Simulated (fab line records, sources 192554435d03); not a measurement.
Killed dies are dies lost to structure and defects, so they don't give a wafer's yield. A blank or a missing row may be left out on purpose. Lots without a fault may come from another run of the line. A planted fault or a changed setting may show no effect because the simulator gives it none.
Split-lot experiment | flow n5_finfet | 7 lots, 21 wafers read, on a route of 1938 steps

THE SPLIT
At N5_SD_EPI_P_EXPOSE_06 (exposes mask SD P BLK, target cd 240 nm), the setting dose_mj was moved away from the recipe's 39.5 on 9 of the 21 wafers read, by -6.5% to +6.6%. The other wafers ran this setting at the recipe's value.

FROM THE SPLIT TO THE READING: what the file shows between them, 2 steps
- N5_SD_EPI_P_PEB_07: peb time 60 s
- N5_SD_EPI_P_DEVELOP_08: develop time 30 s

THE READING
cd_nm, in nm, at N5_SD_EPI_P_CD_MEAS_09 (target cd 240 nm). Fault-free wafers of this fab line usually give 239.8 nm, standard deviation 0.87 nm.

wafer  | tool, chamber at the split | dose_mj as run | against the recipe | cd_nm, nm | against lot-mates on the recipe
L080.1 | arfi_scanner-02, 0         | 39.5           | recipe             | 240.8     | -
L080.2 | arfi_scanner-02, 0         | 38.59          | -2.3%              | 240.0     | -0.8
L080.5 | arfi_scanner-02, 0         | 38.59          | -2.3%              | 239.5     | -1.3
L087.1 | arfi_scanner-03, 0         | 39.5           | recipe             | 238.2     | -
L087.2 | arfi_scanner-03, 0         | 41.9           | +6.1%              | 243.1     | +5.0
L087.4 | arfi_scanner-03, 0         | 39.5           | recipe             | 238.1     | -
L090.1 | arfi_scanner-01, 0         | 39.5           | recipe             | 240.3     | -
L090.5 | arfi_scanner-01, 0         | 36.92          | -6.5%              | 236.6     | -3.7
L090.6 | arfi_scanner-01, 0         | 36.92          | -6.5%              | 235.8     | -4.5
L091.1 | arfi_scanner-01, 0         | 38.55          | -2.4%              | 237.5     | -1.1
L091.5 | arfi_scanner-01, 0         | 39.5           | recipe             | 238.8     | -
L091.6 | arfi_scanner-01, 0         | 39.5           | recipe             | 238.4     | -
L093.1 | arfi_scanner-01, 0         | 39.5           | recipe             | 240.4     | -
L093.2 | arfi_scanner-01, 0         | 39.5           | recipe             | 239.2     | -
L093.5 | arfi_scanner-01, 0         | 39.5           | recipe             | 240.1     | -
L095.1 | arfi_scanner-03, 0         | 39.5           | recipe             | 241.4     | -
L095.3 | arfi_scanner-03, 0         | 39.5           | recipe             | 240.1     | -
L095.6 | arfi_scanner-03, 0         | 41.23          | +4.4%              | 242.5     | +1.8
L096.1 | arfi_scanner-03, 0         | 42.12          | +6.6%              | 243.9     | +3.9
L096.3 | arfi_scanner-03, 0         | 39.5           | recipe             | 240.0     | -
L096.6 | arfi_scanner-03, 0         | 42.12          | +6.6%              | 243.6     | +3.6

THE FIT
A straight line over all 21 wafers: cd_nm changes by +0.557 nm for each +1% of dose_mj; r = +0.90; the points scatter about the line by 0.97 nm.
The same after taking each lot's own level away (the mean of its wafers on the recipe; 21 wafers): +0.604 nm for each +1%; r = +0.97; scatter 0.52 nm.
On that fit, the largest move of dose_mj shifts the reading by 4 nm.
The lots' own levels span 238.15 to 240.80 nm, that is 3.0 times the standard deviation above.
So the lot-to-lot level changes the slope little: the two slopes agree.
Check: with one of the wafers moved furthest among these (+6.6%) left out of the fit, the line predicts +4.07 nm for it against its lot-mates. It came out at +3.9 nm against them.

OTHER SPLITS ON THESE WAFERS
These wafers also went through other splits before the reading. Each is held against what the fit with the lots' levels taken away leaves over:
other split on the same wafers            | wafers away from the commonest value | r with cd_nm (lot level and that fit taken away)
N5_PMOS_HMC_CHANNEL_EPI_PEB_07 peb_temp_c | 9                                    | +0.06
N5_PMOS_HMC_CHANNEL_EPI_ETCH_32 bias_w    | 8                                    | -0.30
N5_FIN_SAQP_ETCH_34 source_w              | 9                                    | +0.24
N5_FIN_SAQP_FIN_ETCH_36 icp_w             | 7                                    | +0.12
N5_FIN_CUT_ETCH_21 time_s                 | 9                                    | +0.05
N5_DUMMY_GATE_PECVD_30 time_s             | 7                                    | +0.13

THE WHOLE CHAIN: every reading that the file lists as answering this split, in the file's order
step                   | what it does             | reading                                                         | change (the file's fit)               | r (the file's)
N5_SD_EPI_P_CD_MEAS_09 | target cd 240 nm         | cd_nm                                                           | +0.618 nm for each +1% of the setting | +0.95
N5_SD_EPI_P_DESCUM_14  | chemistry O2, time 7.9 s | SD_EPI_P.cd_nm (the simulator's own value, which no gauge read) | +0.643 nm for each +1% of the setting | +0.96

THE FILE'S OWN FIT
cd_nm changes by +0.618 nm for each +1% of dose_mj, r = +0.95.
